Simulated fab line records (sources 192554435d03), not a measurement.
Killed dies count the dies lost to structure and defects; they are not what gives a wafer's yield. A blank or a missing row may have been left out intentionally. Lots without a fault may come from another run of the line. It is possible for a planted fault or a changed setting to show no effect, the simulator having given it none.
fab line records    flow n5-finfet
record lots=5  wafers=15  last-day=17
route steps=1938 shown BEOL_M15@1811 PASSIVATION@1936
lots with no fault: from the same line, run without faults
start-h: the number of hours between the record's first day and the start of the first shown wafer of the lot    wait-h: how many hours have passed since the lot's step before this one    " identical to the entry in the row above    L1.1+2: a row that stands for several wafers    - no value present, or no start provided    * or withheld: withheld    < > ~ a bound
route shown NAME@n: names a module that has steps shown in the file, with the first one's number in the route    usual: mean/standard deviation of fault-free wafers    same: alike in all rows    chamber/n: place in a boat    sites: readings site by site    _std_site: standard deviation across them    _edge_site: mean of outer sites minus mean of inner sites    radius-mm: for every site, how far away it sits from the centre of the wafer    mask NAME#n: copy n    behind: the most recent tool/chamber to have shaped the wafer    hold: why the lot went on hold/how many hours it stayed there/how the hold came to an end    device: whichever transistor did not switch (one of n, p or np)    end of line: at the end of the route, the tests of the same wafers    a step with no rows: only its recipe    killed: count of dies lost to structure and defects at first sort (not the wafer's yield)    map: shows each die of a wafer: x if killed, . if not, _ if none is there
set.NAME: the setting that was run; set.NAME@STEP: the one run at that earlier step    model.NAME: the simulator's own value behind a step, which no gauge read
lots at selected steps of the route; one table per step, one row per wafer
services: a tool's chamber out of use, with start hour (start-h, from the record's first day; less than 0 if before it), hours out, and reason
## steps
# step N5_BEOL_M15_STRIP_36
# recipe chemistry=O2  power-w=600  temp-c=60  pressure-mtorr=30  rf-frequency-hz=6e+07  bias-power-w=0  overash-fraction=0.3  o2-flow-sccm=225
# step N5_BEOL_M15_STRIP_62
# recipe chemistry=O2  power-w=600  temp-c=60  pressure-mtorr=30  rf-frequency-hz=6e+07  bias-power-w=0  overash-fraction=0.3  o2-flow-sccm=225
# step N5_BEOL_M15_STRIP_37
# recipe chemistry=O2  power-w=600  temp-c=60  pressure-mtorr=30  rf-frequency-hz=6e+07  bias-power-w=0  overash-fraction=0.3  o2-flow-sccm=225
# step N5_BEOL_M15_ETCH_38
# recipe chemistry=CF4/N2  target=SiCN  target-depth-a=1064  taper-deg=2  time-s=120.5  ion-energy-ev=150  mask-material=SiO2  pressure-mtorr=40  source-w=430  bias-w=70  Ar_flow_sccm=100  cf4-flow-sccm=60  n2-flow-sccm=60
# step N5_BEOL_M15_PRECLEAN_39
# recipe chemistry=residue-remover  time-s=60  temp-c=40
# step N5_BEOL_M15_SRD_40
# recipe time-s=30  temp-c=23  rinse-liquid=diw  dry=n2-spin  spin-rpm=1500  dry-time-s=30
# step N5_BEOL_M15_DEGAS_41
# recipe ambient=vacuum  temp-c=300  time-s=60
# usual heater-power-w=471/47
lot.wafer  tool            chamber  start-h  wait-h  heater-power-w
L199.2     pvd-sputter-03  -        276.71   0.2     443
L199.3     "               -        "        "       505
L199.6     "               -        "        "       441
L206.1     pvd-sputter-03  -        318.22   0.2     434
L206.2     "               -        "        "       548
L206.4     "               -        "        "       494
L210.2     pvd-sputter-03  -        349.60   0.4     438
L210.3     "               -        "        "       454
L210.5     "               -        "        "       452
L216.1     pvd-sputter-03  -        382.88   0.2     544
L216.3     "               -        "        "       439
L216.6     "               -        "        "       436
L218.1     pvd-sputter-03  -        399.16   0.1     537
L218.2     "               -        "        "       451
L218.5     "               -        "        "       495
# step N5_BEOL_M15_PRE_CLEAN_42
# recipe gas=H2/He  time-s=30  temp-c=300
# usual heater-power-w=469/47
lot.wafer  tool            chamber  start-h  wait-h  heater-power-w
L199.2     pvd-sputter-03  -        276.75   0.0     432
L199.3     "               -        "        "       502
L199.6     "               -        "        "       443
L206.1     pvd-sputter-03  -        318.26   0.0     436
L206.2     "               -        "        "       546
L206.4     "               -        "        "       502
L210.2     pvd-sputter-03  -        349.64   0.0     449
L210.3     "               -        "        "       438
L210.5     "               -        "        "       446
L216.1     pvd-sputter-03  -        382.92   0.0     543
L216.3     "               -        "        "       442
L216.6     "               -        "        "       440
L218.1     pvd-sputter-03  -        399.20   0.0     556
L218.2     "               -        "        "       434
L218.5     "               -        "        "       503
# step N5_BEOL_M15_SPUTTER_43
# recipe material=TaN  target-thk-a=150  temp-c=50  bias-v=168.6  power-w=15000  chamber-pressure-pa=0.12  time-s=24.19
# step N5_BEOL_M15_SPUTTER_44
# recipe material=Ta  target-thk-a=150  temp-c=50  bias-v=80  power-w=15000  chamber-pressure-pa=0.07  time-s=24.19
# usual throttle-valve-pct=30.2/0.88
lot.wafer  tool            chamber  start-h  wait-h  throttle-valve-pct
L199.2     pvd-sputter-03  -        276.87   0.0     30.9
L199.3     "               -        "        "       28.5
L199.6     "               -        "        "       30.1
L206.1     pvd-sputter-03  -        318.38   0.0     30.9
L206.2     "               -        "        "       30.4
L206.4     "               -        "        "       28.8
L210.2     pvd-sputter-03  -        349.76   0.0     31.0
L210.3     "               -        "        "       30.1
L210.5     "               -        "        "       30.2
L216.1     pvd-sputter-03  -        383.04   0.0     30.3
L216.3     "               -        "        "       30.9
L216.6     "               -        "        "       30.8
L218.1     pvd-sputter-03  -        399.32   0.0     30.5
L218.2     "               -        "        "       30.1
L218.5     "               -        "        "       28.5
# step N5_BEOL_M15_SPUTTER_45
# recipe material=Cu  target-thk-a=1000  temp-c=-20  bias-v=60  power-w=26000  chamber-pressure-pa=0.13  time-s=16.67
# usual chuck-sensor-temp-C=-15.9/0.31  throttle-valve-pct=30.2/0.87
lot.wafer  tool            chamber  start-h  wait-h  chuck-sensor-temp-C  throttle-valve-pct
L199.2     pvd-sputter-03  -        276.95   0.0     -15.8                30.9
L199.3     "               -        "        "       -16.2                28.6
L199.6     "               -        "        "       -15.9                30.2
L206.1     pvd-sputter-03  -        318.46   0.0     -15.7                30.9
L206.2     "               -        "        "       -16.1                30.4
L206.4     "               -        "        "       -16.1                28.6
L210.2     pvd-sputter-03  -        349.84   0.0     -16.0                31.1
L210.3     "               -        "        "       -15.7                30.2
L210.5     "               -        "        "       -15.9                30.3
L216.1     pvd-sputter-03  -        383.12   0.0     -16.0                30.6
L216.3     "               -        "        "       -15.7                31.0
L216.6     "               -        "        "       -15.8                30.8
L218.1     pvd-sputter-03  -        399.40   0.0     -16.2                30.5
L218.2     "               -        "        "       -15.8                30.2
L218.5     "               -        "        "       -16.1                28.7
# step N5_BEOL_M15_ECD_47
# recipe material=Cu  target-thk-a=18600
lot.wafer  tool       chamber  start-h  wait-h  model.Cu_of_BEOL_M15_ECD_47.thk-nm
L199.2     ecd-cu-02  0        277.07   0.1     1851
L199.3     "          0        "        "       1860
L199.6     "          0        "        "       1854
L206.1     ecd-cu-01  1        318.58   0.1     3356
L206.2     "          0        "        "       1861
L206.4     "          1        "        "       1867
L210.2     ecd-cu-02  0        349.96   0.1     1835
L210.3     "          0        "        "       1822
L210.5     "          1        "        "       1855
L216.1+6   ecd-cu-02  1,0      383.24   0.1     1867
L216.3     "          0        "        "       1890
L218.1     ecd-cu-01  1        399.52   0.1     1860
L218.2     "          0        "        "       1873
L218.5     "          1        "        "       1856
# step N5_BEOL_M15_ANNEAL_48
# recipe temp-c=225  time-s=90  ambient=N2
# usual wafer_temp_C_max=226.2/0.54
lot.wafer  tool           chamber  start-h  wait-h  wafer_temp_C_max
L199.2     rtp-anneal-02  0        277.36   0.2     226.3
L199.3     "              0        "        "       226.0
L199.6     "              0        "        "       226.4
L206.1     rtp-anneal-01  0        319.28   0.6     225.7
L206.2     "              0        "        "       225.4
L206.4     "              0        "        "       225.6
L210.2     rtp-anneal-01  0        351.50   1.5     225.6
L210.3     "              0        "        "       226.0
L210.5     "              0        "        "       225.9
L216.1     rtp-anneal-01  0        383.51   0.2     225.6
L216.3     "              0        "        "       225.6
L216.6     "              0        "        "       225.3
L218.1     rtp-anneal-01  0        399.76   0.2     226.0
L218.2     "              0        "        "       226.1
L218.5     "              0        "        "       225.8
# step N5_PASSIVATION_PROBE_49
# usual defect-limited-yield=91.3/1.4  killed_at_M0_to_M3=34/10  killed_at_M4_up=13/4.8  killed-at-contacts=12/6.1  killed-at-front-end=40/11  killed-at-other=3.7/2.8  killed-dies=103/16  killed-on-rim=13/3.6  killed-open=67/12  killed-short=34/7.4  sort_bin_5_function=5.1/0.95  sort_bin_6_memory=3.2/0.62  sort-n-pass=1077/16  sort-yield-pct=91.3/1.4
# same gross-dies=1180  killed-at-back-side=0  sort_bin_4_leakage[%]=0  sort_bin_8_speed[%]=0
lot.wafer  tool       chamber  start-h  wait-h  defect-limited-yield[%]  killed_at_M0_to_M3  killed_at_M4_up  killed-at-contacts  killed-at-front-end  killed-at-other  killed-dies  killed-on-rim  killed-open  killed-short  sort_bin_5_function[%]  sort_bin_6_memory[%]  sort-n-pass  sort-yield-pct[%]
L216.3     prober-02  -        400.54   0.1     92.4                     23                  17               15                  34                   1                90           11             52           32            3.9                     3.6                   1090         92.4
L216.6     prober-02  -        400.69   0.3     90.6                     48                  18               17                  28                   0                111          13             57           52            5.9                     3.1                   1069         90.6
# killed by level:class
L216.3 MOL_CONTACT_COAG:geometric-particle:open=15 GATE_CUT:geometric-particle:short=8 BEOL_M0_SAQP:geometric-particle:open=7 DUMMY_GATE:geometric-particle:open=6 BEOL_M4:geometric-particle:short=6 BEOL_M4:geometric-particle:open=5 BEOL_M1:geometric-particle:open=4 FIN_SAQP:geometric-particle:short=3
L216.6 BEOL_M0_SAQP:geometric-particle:short=17 MOL_CONTACT_COAG:geometric-particle:open=13 BEOL_M0_SAQP:geometric-particle:open=10 FIN_SAQP:geometric-particle:short=7 BEOL_M5:geometric-particle:open=7 BEOL_M1:geometric-particle:short=6 GATE_CUT:geometric-particle:short=5 STI_FIN_REVEAL:geometric-particle:open=4
## services
tool           chamber  start-h  hours  kind
ecd-cu-02      -        266.55   4.8    pm
rtp-anneal-02  -        349.48   4.0    pm
ecd-cu-02      -        356.93   10.3   repair
ecd-cu-02      -        372.91   2.5    repair
## key
first-sign none at tools or gauges
model-effect step=N5_BEOL_M15_ECD_47  value=Cu_of_BEOL_M15_ECD_47.thk-nm  without=1859  struck=3356
met-at N5_BEOL_M15_ECD_47
struck-wafers L206.1
fault kind=process-parameter-drift  tool=ecd-cu-01  chamber=-  onset-h=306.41  steps=N5_BEOL_M15_ECD_47  channel=target-thk-a  offset=*  shape=step  end-h=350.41  scope=struck-wafers-only  acts-in=*  stated=*
